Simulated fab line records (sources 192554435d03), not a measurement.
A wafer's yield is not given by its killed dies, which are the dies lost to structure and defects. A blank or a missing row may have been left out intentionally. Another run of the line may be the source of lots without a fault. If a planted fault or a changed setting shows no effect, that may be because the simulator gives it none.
fab line records	flow n5-finfet
record: lots: 6	wafers: 16	last-day: 17
route steps=1938 shown HKMG_FIN@394 PASSIVATION@1936
lots untouched by any fault: they come from a run of this same line in which no faults occurred
start-h: start of the lot's first displayed wafer, in hours after the record's first day	wait-h: hours elapsed since this lot's preceding step	" unchanged from the row above	L1.1+2: a single row standing in for several wafers	- no value present, or no start provided	* or withheld: withheld	< > ~ a bound
route shown NAME@n: NAME is a module with steps in the file, n the number in the route of the first one	usual: mean/standard deviation taken from wafers without a fault	same: alike in all rows	chamber/n: place in a boat	sites: each site's reading	_std_site: their standard deviation	_edge_site: the outer-site mean with the inner-site mean subtracted	radius-mm: for every site, how far away it sits from the centre of the wafer	mask NAME#n: copy n	behind: the last tool/chamber to shape the wafer	hold: reason for holding the lot/hours on hold/outcome of the hold	device: which transistor (n, p or np) failed to switch	end of line: the route-end tests of the same wafers	a step without rows: its recipe alone	killed: at the first sort, the dies lost to defects and structure; wafer yield is something else	map: a wafer's dies, marking killed ones x, the rest . and places with no die _
set.NAME: the run value of the setting; set.NAME@STEP: its run value at that earlier step	model.NAME: the simulator's own value behind a step, which no gauge read
certain route steps with their lots: each step a table, each wafer a row
services: a tool's chamber out of use, with start hour (start-h, from the record's first day; less than 0 if before it), hours out, and reason
== steps ==
step: N5_HKMG_FIN_SOFTBAKE_44
recipe: temp-c: 110	time-s: 60	resist: CAR-ArF
step: N5_HKMG_FIN_EXPOSE_46
recipe: mask-id: NDIPOLE	na: 1.35	source-shape: conventional	sigma-outer: 0.8	polarization: unpolarized	dose-mj: 40
step: N5_HKMG_FIN_PEB_47
recipe: peb-temp-c: withheld	peb-time-s: 60	resist: CAR-ArF
step: N5_HKMG_FIN_DEVELOP_48
recipe: develop-time-s: 30	developer: TMAH	resist: CAR-ArF	rinse-liquid: diw	dry: air-spin	dev-temp-c: 23
step: N5_HKMG_FIN_CD_MEAS_49
recipe: target-cd-nm: 202	landing-energy-ev: 500	detector: se-inlens	polarity: opening
usual: cd-nm: 202.0/0.78
lot.wafer	tool	chamber	start-h	wait-h	cd-nm
L513.2	cd-sem-02	0	79.70	-	200.9
L513.4	"	0	"	"	201.5
L513.5	"	0	"	"	201.7
L516.1	cd-sem-03	0	97.88	-	201.6
L516.4	"	0	"	"	201.5
L516.6	"	0	"	"	201.6
L525.1	cd-sem-01	0	151.87	-	200.2
L525.4	"	0	"	"	200.9
L527.3	cd-sem-03	0	161.92	-	200.7
L527.4	"	0	"	"	201.2
L532.2	cd-sem-02	0	196.74	-	201.9
L532.3	"	0	"	"	201.5
L532.4	"	0	"	"	201.7
L535.1	cd-sem-03	0	211.25	-	202.2
L535.4	"	0	"	"	201.9
L535.5	"	0	"	"	202.2
step: N5_HKMG_FIN_OVL_MEAS_50
recipe: points-per-wafer: 44
usual: NDIPOLE_OVL: 0.0/0.76
lot.wafer	tool	chamber	start-h	wait-h	NDIPOLE_OVL[nm]
L513.2	overlay-01	0	79.73	0.0	-0.8
L513.4	"	0	"	"	-1.5
L513.5	"	0	"	"	0.2
L516.1	overlay-02	0	97.91	0.0	-1.2
L516.4	"	0	"	"	-0.5
L516.6	"	0	"	"	0.1
L525.1	overlay-01	0	151.90	0.0	1.0
L525.4	"	0	"	"	0.5
L527.3	overlay-02	0	161.95	0.0	-0.3
L527.4	"	0	"	"	0.2
L532.2	overlay-02	0	196.77	0.0	0.0
L532.3	"	0	"	"	0.1
L532.4	"	0	"	"	0.0
L535.1	overlay-01	0	211.28	0.0	0.6
L535.4	"	0	"	"	0.1
L535.5	"	0	"	"	1.0
step: N5_HKMG_FIN_INSPECT_61
recipe: mode: adi	inspect-instrument: macro
usual: raw-defect-count: 2.0/1.3
lot.wafer	tool	chamber	start-h	wait-h	raw-defect-count
L513.2	defect-inspect-02	-	79.75	0.0	1
L513.4	"	-	"	"	3
L513.5	"	-	"	"	2
L516.1	defect-inspect-01	-	97.93	0.0	1
L516.4	"	-	"	"	2
L516.6	"	-	"	"	3
L525.1	defect-inspect-02	-	151.93	0.0	3
L525.4	"	-	"	"	2
L527.3	defect-inspect-02	-	161.97	0.0	1
L527.4	"	-	"	"	1
L532.2	defect-inspect-01	-	196.80	0.0	1
L532.3	"	-	"	"	2
L532.4	"	-	"	"	3
L535.1	defect-inspect-02	-	211.30	0.0	4
L535.4	"	-	"	"	1
L535.5	"	-	"	"	2
step: N5_HKMG_FIN_DESCUM_53
recipe: chemistry: O2	time-s: 7.9	source-power-w: 50	bias-power-w: 20	pressure-mtorr: 20	rf-frequency-hz: 2.712e+07	temp-c: 40	resist: CAR-ArF	o2-flow-sccm: 225
usual: drypump-motor-current-A: 5.7/0.4	oes-product-au: 0.81/0.091	rf-fwd-power-W: 49.41/0.21	rf-vpp-V: 243.3/1.4	showerhead-plenum-p-Torr: 2.10/0.064	throttle-valve-pct: 20.40/0.22
lot.wafer	tool	chamber	start-h	wait-h	drypump-motor-current-A	oes-product-au	rf-fwd-power-W	rf-hours-counter-h	rf-vpp-V	showerhead-plenum-p-Torr	throttle-valve-pct
L513.2	rie-diel-05	1	79.96	0.2	5.5	0.77	49.34	159	242.0	2.07	20.65
L513.4	"	1	"	"	5.5	0.77	49.60	-	242.1	2.07	20.65
L513.5	"	1	"	"	5.5	0.78	49.37	-	242.5	2.07	20.64
L516.1	rie-diel-03	3	98.05	0.1	5.6	0.86	49.57	70	243.9	2.20	20.37
L516.4	"	2	"	"	5.9	0.94	49.07	-	243.0	2.06	20.40
L516.6	"	0	"	"	5.5	0.70	49.69	-	242.3	1.99	20.35
L525.1	rie-diel-05	1	151.96	0.0	5.5	0.74	49.90	188	242.5	2.06	20.70
L525.4	"	3	"	"	5.6	0.73	49.57	183	243.1	2.08	20.49
L527.3	rie-diel-05	3	162.01	0.0	5.6	0.72	49.41	187	241.8	2.08	20.48
L527.4	"	0	"	"	5.5	0.82	49.22	61	244.2	2.22	20.11
L532.2	rie-diel-03	2	196.83	0.0	5.9	0.87	49.37	40	241.6	2.05	20.45
L532.3	"	3	"	"	5.6	0.82	49.45	103	244.3	2.19	20.37
L532.4	"	2	"	"	5.9	0.88	49.33	-	240.8	2.05	20.44
L535.1	rie-diel-01	2	211.37	0.1	5.8	0.70	49.52	238	242.7	2.05	20.82
L535.4	"	3	"	"	5.2	0.84	49.66	62	243.9	2.05	20.56
L535.5	"	2	"	"	5.8	0.69	49.44	-	242.3	2.05	20.83
step: N5_HKMG_FIN_ETCH_54
recipe: chemistry: CF4	target: SiARC	target-depth-a: 455	mask-material: CAR-ArF	time-s: 75.8	ion-energy-ev: 80	pressure-mtorr: 40	source-w: 545	bias-w: 36	Ar_flow_sccm: 100	cf4-flow-sccm: 100	ends: cleared
usual: drypump-motor-current-A: 5.7/0.4	etch-rf-on-time-s: 75.5/1.9	oes-product-au: 0.69/0.078	rf-fwd-power-W: 539.7/2.2	rf-vpp-V: 184.2/1.1	showerhead-plenum-p-Torr: 2.15/0.063	throttle-valve-pct: 15.59/0.28
lot.wafer	tool	chamber	start-h	wait-h	drypump-motor-current-A	etch-rf-on-time-s	oes-product-au	rf-fwd-power-W	rf-hours-counter-h	rf-vpp-V	showerhead-plenum-p-Torr	throttle-valve-pct
L513.2	rie-diel-05	1	80.01	0.0	5.5	76.2	0.65	540.6	159	185.1	2.15	16.06
L513.4	"	1	"	"	5.5	76.0	0.66	539.0	-	184.7	2.15	16.06
L513.5	"	1	"	"	5.5	75.9	0.65	538.7	-	184.6	2.15	16.06
L516.1	rie-diel-03	3	98.08	0.0	5.6	75.4	0.73	541.9	70	185.0	2.26	15.53
L516.4	"	2	"	"	5.9	74.5	0.81	536.5	-	183.1	2.10	15.42
L516.6	"	0	"	"	5.5	77.4	0.59	542.4	-	182.3	2.03	15.52
L525.1	rie-diel-05	1	151.99	0.0	5.5	75.2	0.64	538.7	188	185.4	2.14	16.11
L525.4	"	3	"	"	5.6	74.8	0.63	541.6	183	184.2	2.14	15.73
L527.3	rie-diel-05	3	162.04	0.0	5.6	75.1	0.63	542.1	187	184.1	2.14	15.73
L527.4	"	0	"	"	5.5	78.2	0.70	536.0	61	184.2	2.24	15.14
L532.2	rie-diel-03	2	196.86	0.0	6.0	72.7	0.75	537.6	40	183.7	2.09	15.47
L532.3	"	3	"	"	5.7	74.8	0.71	539.4	103	185.6	2.24	15.60
L532.4	"	2	"	"	5.9	73.4	0.74	536.5	-	183.9	2.09	15.48
L535.1	rie-diel-01	2	211.40	0.0	5.8	75.9	0.59	540.3	239	182.9	2.11	16.08
L535.4	"	3	"	"	5.2	75.3	0.71	542.9	62	184.0	2.08	15.57
L535.5	"	2	"	"	5.8	76.9	0.58	540.2	-	183.1	2.11	16.07
step: N5_HKMG_FIN_ETCH_55
recipe: chemistry: N2/H2	target: SOC	target-depth-a: 2400	temp-c: 40	time-s: 300	ion-energy-ev: 200	mask-material: SiARC	pressure-mtorr: 30	source-w: 840	bias-w: 150	n2-flow-sccm: 200	h2-flow-sccm: 200
usual: drypump-motor-current-A: 5.7/0.4	oes-product-au: 0.81/0.093	rf-fwd-power-W: 838.1/2.8	rf-vpp-V: 524.0/2.4	showerhead-plenum-p-Torr: 2.55/0.086	throttle-valve-pct: 17.83/0.29
lot.wafer	tool	chamber	start-h	wait-h	drypump-motor-current-A	oes-product-au	rf-fwd-power-W	rf-hours-counter-h	rf-vpp-V	showerhead-plenum-p-Torr	throttle-valve-pct
L513.2	rie-diel-05	1	80.09	0.1	5.5	0.76	839.6	159	524.5	2.53	18.11
L513.4	"	1	"	"	5.5	0.77	838.6	-	524.4	2.53	18.13
L513.5	"	1	"	"	5.5	0.77	837.2	-	522.6	2.53	18.13
L516.1	rie-diel-03	3	98.14	0.0	5.6	0.85	833.5	70	526.4	2.70	17.89
L516.4	"	2	"	"	5.9	0.95	842.3	-	523.8	2.49	17.62
L516.6	"	0	"	"	5.5	0.69	842.9	-	519.1	2.41	17.82
L525.1	rie-diel-05	1	152.05	0.0	5.5	0.74	836.5	188	522.4	2.52	18.17
L525.4	"	3	"	"	5.6	0.73	835.9	183	524.2	2.53	17.98
L527.3	rie-diel-05	3	162.10	0.0	5.5	0.74	835.7	187	523.7	2.53	17.95
L527.4	"	0	"	"	5.5	0.82	840.3	61	528.4	2.68	17.36
L532.2	rie-diel-03	2	196.92	0.0	5.9	0.88	838.1	40	521.4	2.48	17.70
L532.3	"	3	"	"	5.6	0.82	840.2	103	526.2	2.68	17.95
L532.4	"	2	"	"	5.9	0.88	841.6	-	522.6	2.48	17.69
L535.1	rie-diel-01	2	211.46	0.0	5.8	0.69	835.0	239	521.1	2.52	18.46
L535.4	"	3	"	"	5.2	0.84	835.8	62	521.8	2.47	17.80
L535.5	"	2	"	"	5.8	0.70	832.9	-	522.8	2.52	18.47
step: N5_HKMG_FIN_STRIP_56
recipe: chemistry: N2/H2	temp-c: 40	n2-flow-sccm: 200	h2-flow-sccm: 200	rf-frequency-hz: 6e+07
step: N5_HKMG_FIN_STRIP_57
recipe: chemistry: CF4	resist: SiARC	power-w: 300	bias-power-w: 75	pressure-mtorr: 50	cf4-flow-sccm: 150	rf-frequency-hz: 6e+07
usual: drypump-motor-current-A: 5.7/0.4	oes-product-au: 0.80/0.08	rf-fwd-power-W: 293.7/1.5	rf-vpp-V: 271.3/1.5	showerhead-plenum-p-Torr: 1.80/0.052	throttle-valve-pct: 13.56/0.29
lot.wafer	tool	chamber	start-h	wait-h	drypump-motor-current-A	oes-product-au	rf-fwd-power-W	rf-hours-counter-h	rf-vpp-V	showerhead-plenum-p-Torr	throttle-valve-pct
L513.2	rie-diel-05	1	80.38	0.0	5.5	0.75	295.7	159	270.3	1.81	14.03
L513.4	"	1	"	"	5.5	0.76	294.5	-	271.2	1.81	14.03
L513.5	"	1	"	"	5.5	0.75	294.1	-	269.8	1.81	14.03
L516.1	rie-diel-03	3	98.33	0.0	5.6	0.84	293.8	71	273.8	1.89	13.51
L516.4	"	2	"	"	5.9	0.92	292.8	-	270.7	1.77	13.35
L516.6	"	0	"	"	5.5	0.69	-	-	269.7	1.70	13.51
L525.1	rie-diel-05	1	152.24	0.0	5.5	0.73	294.6	188	270.6	1.80	14.09
L525.4	"	3	"	"	5.6	0.73	-	183	272.3	1.78	13.66
L527.3	rie-diel-05	3	162.29	0.0	5.6	0.73	294.0	187	271.5	1.78	13.67
L527.4	"	0	"	"	5.5	0.82	291.6	61	274.2	1.88	13.15
L532.2	rie-diel-03	2	197.11	0.0	5.9	0.85	291.8	40	268.2	1.76	13.44
L532.3	"	3	"	"	5.6	0.81	293.5	103	274.7	1.88	13.58
L532.4	"	2	"	"	5.9	0.85	292.4	-	269.5	1.76	13.44
L535.1	rie-diel-01	2	211.65	0.0	5.8	0.69	293.3	239	270.2	1.77	14.08
L535.4	"	3	"	"	5.2	0.82	297.2	62	270.5	1.73	13.50
L535.5	"	2	"	"	5.8	0.69	293.1	-	269.5	1.77	14.08
step: N5_HKMG_FIN_ETCH_58
recipe: chemistry: N2/H2	target: SOC	target-depth-a: 2158	ion-energy-ev: 50	bias-w: 13	time-s: 741	pressure-mtorr: 30	source-w: 875	n2-flow-sccm: 200	h2-flow-sccm: 200
usual: drypump-motor-current-A: 5.7/0.4	oes-product-au: 0.81/0.092	rf-fwd-power-W: 874.0/2.5	rf-vpp-V: 99.2/0.99	showerhead-plenum-p-Torr: 2.55/0.086	throttle-valve-pct: 17.78/0.29
lot.wafer	tool	chamber	start-h	wait-h	drypump-motor-current-A	oes-product-au	rf-fwd-power-W	rf-hours-counter-h	rf-vpp-V	showerhead-plenum-p-Torr	throttle-valve-pct	model.etch.depth-nm	model.SOC_of_HKMG_FIN_COAT_41.thk-nm	model.HKMG_FIN.feature-depth-nm
L513.2	rie-diel-05	1	80.41	0.0	5.5	0.78	878.4	159	98.7	2.53	18.08	217.9	82	218
L513.4	"	1	"	"	5.5	0.77	879.2	-	99.2	2.53	18.08	217.1	83.8	217.2
L513.5	"	1	"	"	5.5	0.77	877.2	-	100.7	2.53	18.07	217.4	82.2	217.4
L516.1	rie-diel-03	3	98.35	0.0	5.6	0.86	873.0	71	100.4	2.70	17.83	217	83.2	217
L516.4	"	2	"	"	5.9	0.94	874.2	-	99.6	2.49	17.56	219.4	81.8	219.4
L516.6	"	0	"	"	5.5	0.69	874.3	-	99.8	2.41	17.76	209.6	91.6	209.6
L525.1	rie-diel-05	1	152.26	0.0	5.5	0.75	873.7	188	98.7	2.52	18.13	214.9	85.4	214.8
L525.4	"	3	"	"	5.6	0.66	876.8	183	100.3	2.53	17.92	180.4	119.6	180.4
L527.3	rie-diel-05	3	162.31	0.0	5.6	0.65	875.0	187	99.4	2.53	17.90	181.1	119.8	181
L527.4	"	0	"	"	5.5	0.73	874.9	61	100.3	2.68	17.31	173.1	126.8	173.2
L532.2	rie-diel-03	2	197.13	0.0	5.9	0.88	871.3	40	98.3	2.48	17.64	223.5	78.4	223.4
L532.3	"	3	"	"	5.6	0.82	877.4	103	100.3	2.68	17.91	215.1	86.2	215.2
L532.4	"	2	"	"	6.0	0.87	874.4	-	99.7	2.48	17.64	221.8	79.6	221.8
L535.1	rie-diel-01	2	211.67	0.0	5.8	0.70	870.8	239	99.6	2.52	18.41	215	84.8	215
L535.4	"	3	"	"	5.2	0.83	870.0	62	98.6	2.47	17.74	217.5	81.8	217.6
L535.5	"	2	"	"	5.8	0.69	874.6	-	98.8	2.52	18.42	213.1	86.2	213
step: N5_HKMG_FIN_STRIP_93
recipe: chemistry: N2/H2	material: SOC	time-s: 20	power-w: 500	temp-c: 40	pressure-mtorr: 50	rf-frequency-hz: 6e+07	bias-power-w: 8	h2-frac: 0.5	n2-flow-sccm: 300	h2-flow-sccm: 300
usual: drypump-motor-current-A: 5.7/0.4	oes-product-au: 0.80/0.088	rf-fwd-power-W: 496.5/1.8	rf-vpp-V: 54.2/0.79	showerhead-plenum-p-Torr: 3.37/0.11	throttle-valve-pct: 19.0/0.39
lot.wafer	tool	chamber	start-h	wait-h	drypump-motor-current-A	oes-product-au	rf-fwd-power-W	rf-hours-counter-h	rf-vpp-V	showerhead-plenum-p-Torr	throttle-valve-pct	model.SOC_of_HKMG_FIN_COAT_41.thk-nm
L513.2	rie-diel-05	1	81.05	0.4	5.5	0.77	495.2	159	54.2	3.34	19.3	71.8
L513.4	"	1	"	"	5.5	0.76	499.4	-	55.1	3.34	19.3	73.6
L513.5	"	1	"	"	5.5	0.76	495.9	-	54.6	3.34	19.3	72
L516.1	rie-diel-03	3	98.78	0.2	5.7	0.85	496.3	71	55.8	3.55	19.2	73
L516.4	"	2	"	"	5.9	0.92	496.8	-	54.0	3.29	18.7	71.6
L516.6	"	0	"	"	5.5	0.69	501.2	-	54.3	3.19	19.2	81.6
L525.1	rie-diel-05	1	152.69	0.2	5.5	0.74	497.4	188	53.4	3.33	19.3	75.2
L525.4	"	3	"	"	5.6	0.74	495.8	183	54.8	3.34	19.2	109.2
L527.3	rie-diel-05	3	162.73	0.2	5.6	0.74	496.5	187	53.4	3.34	19.2	109.4
L527.4	"	0	"	"	5.5	0.81	495.5	61	54.0	3.53	18.3	116.8
L532.2	rie-diel-03	2	197.56	0.2	5.9	0.86	496.7	40	53.8	3.27	18.8	68
L532.3	"	3	"	"	5.6	0.81	497.4	103	55.0	3.53	19.3	76
L532.4	"	2	"	"	5.9	0.86	495.1	-	55.0	3.27	18.8	69.4
L535.1	rie-diel-01	2	212.09	0.2	5.8	0.69	495.7	239	55.1	3.33	19.9	74.6
L535.4	"	3	"	"	5.2	0.83	498.1	63	55.7	3.27	18.8	71.6
L535.5	"	2	"	"	5.8	0.69	495.3	-	54.9	3.33	19.9	76
step: N5_HKMG_FIN_WET_ETCH_76
recipe: chemistry: dNH4OH	mix: 1:50	temp-c: 25	target: Al2O3	stop-on: La2O3	target-depth-nm: 2.25	dry: ipa-marangoni	rinse-time-s: 30	rinse-temp-c: 23
step: N5_PASSIVATION_PROBE_49
usual: killed_at_M0_to_M3: 32/9.7	killed_at_M4_up: 14/5.3	killed-at-contacts: 11/6	killed-at-front-end: 39/14	killed-at-other: 3.3/2.7	killed-dies: 100/17	killed-open: 66/13	killed-short: 32/7.4
same: gross-dies: 1180	killed-at-back-side: 0
lot.wafer	tool	chamber	start-h	wait-h	killed_at_M0_to_M3	killed_at_M4_up	killed-at-contacts	killed-at-front-end	killed-at-other	killed-dies	killed-open	killed-short
L525.1	prober-01	-	337.39	0.0	20	14	16	37	2	89	55	34
L525.4	prober-01	-	337.54	0.2	24	18	4	49	4	99	66	32
L535.1	prober-01	-	402.96	0.0	23	17	8	31	4	83	60	21
L535.4	prober-01	-	403.11	0.2	30	5	7	25	1	68	39	28
L535.5	prober-01	-	403.16	0.2	25	11	18	36	4	94	66	28
killed by level:class
L525.1 MOL_CONTACT_COAG:geometric-particle:open=14 GATE_CUT:geometric-particle:short=9 FIN_SAQP:geometric-particle:short=7 STI_FIN_REVEAL:geometric-particle:open=7 BEOL_M0_SAQP:geometric-particle:open=7 FIN_SAQP:geometric-particle:open=4 BEOL_M4:geometric-particle:open=4 BEOL_M2:geometric-particle:open=4
L525.4 FIN_SAQP:geometric-particle:short=16 FIN_SAQP:geometric-particle:open=16 STI_FIN_REVEAL:geometric-particle:open=9 BEOL_M4:geometric-particle:open=9 BEOL_M0_SAQP:geometric-particle:open=7 BEOL_M0_SAQP:geometric-particle:short=6 BEOL_M3:geometric-particle:open=5 MOL_CONTACT_COAG:geometric-particle:open=4
L535.1 STI_FIN_REVEAL:geometric-particle:open=13 BEOL_M4:geometric-particle:open=8 BEOL_M3:geometric-particle:open=8 FIN_SAQP:geometric-particle:open=7 MOL_CONTACT_COAG:geometric-particle:open=5 FIN_SAQP:geometric-particle:short=3 MOL_CONTACT_COAG:geometric-particle:short=3 BEOL_M0_SAQP:geometric-particle:open=3
L535.4 BEOL_M1:geometric-particle:open=7 FIN_SAQP:geometric-particle:open=6 BEOL_M0_SAQP:geometric-particle:short=6 FIN_SAQP:geometric-particle:short=5 MOL_CONTACT_COAG:geometric-particle:open=5 BEOL_M1:geometric-particle:short=5 GATE_CUT:geometric-particle:short=4 BEOL_M4:geometric-particle:open=4
L535.5 MOL_CONTACT_COAG:geometric-particle:open=16 BEOL_M2:geometric-particle:open=6 BEOL_M3:geometric-particle:open=6 STI_FIN_REVEAL:geometric-particle:open=5 GATE_CUT:geometric-particle:short=5 BEOL_M5:geometric-particle:open=5 STARTING-WAFER:geometric-particle:open=5 DUMMY_GATE:geometric-particle:open=4
== services ==
tool	chamber	start-h	hours	kind
rie-diel-03	2	57.20	-	clean
rie-diel-03	2	57.20	-	consumable-replace:focus-ring
rie-diel-03	2	57.20	22.6	scheduled-down
rie-diel-03	2	57.20	22.6	vent-cycle
rie-diel-05	0	77.23	7.1	repair
rie-diel-03	1	79.92	-	clean
rie-diel-03	1	79.92	-	consumable-replace:focus-ring
rie-diel-03	1	79.92	18.9	scheduled-down
rie-diel-03	1	79.92	18.9	vent-cycle
rie-diel-01	1	94.09	2.9	repair
rie-diel-05	0	122.16	10.0	repair
rie-diel-03	-	128.90	15.6	pm
rie-diel-03	0	168.28	7.7	repair
rie-diel-01	-	178.16	0.7	repair
rie-diel-03	0	190.42	-	clean
rie-diel-03	0	190.42	-	consumable-replace:esc
rie-diel-03	0	190.42	-	consumable-replace:focus-ring
rie-diel-03	0	190.42	-	consumable-replace:showerhead
== key ==
first-sign none at tools or gauges
model-effect: step: N5_HKMG_FIN_ETCH_58	value: etch.depth-nm	without: 213.8	struck: 178.2
model-effect: step: N5_HKMG_FIN_STRIP_93	value: SOC_of_HKMG_FIN_COAT_41.thk-nm	without: 76.2	struck: 111.8
met-at N5_HKMG_FIN_ETCH_58
struck-wafers L525.4,L527.3,L527.4
tester-left-out L525,L527
onset-between 80.41 152.26
fault: kind: process-parameter-drift	tool: rie-diel-05	chamber: -	onset-h: 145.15	steps: N5_HKMG_FIN_ETCH_58	channel: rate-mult	offset: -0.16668	shape: step	end-h: 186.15	scope: struck-wafers-only
tester-left-out: of these lots the tester's yield and bins aren't shown, on N5 and GAA mostly nor the transistor test; their killed dies are dies lost to structure and defects alone, not to doping, threshold or leakage, so they don't give the yield
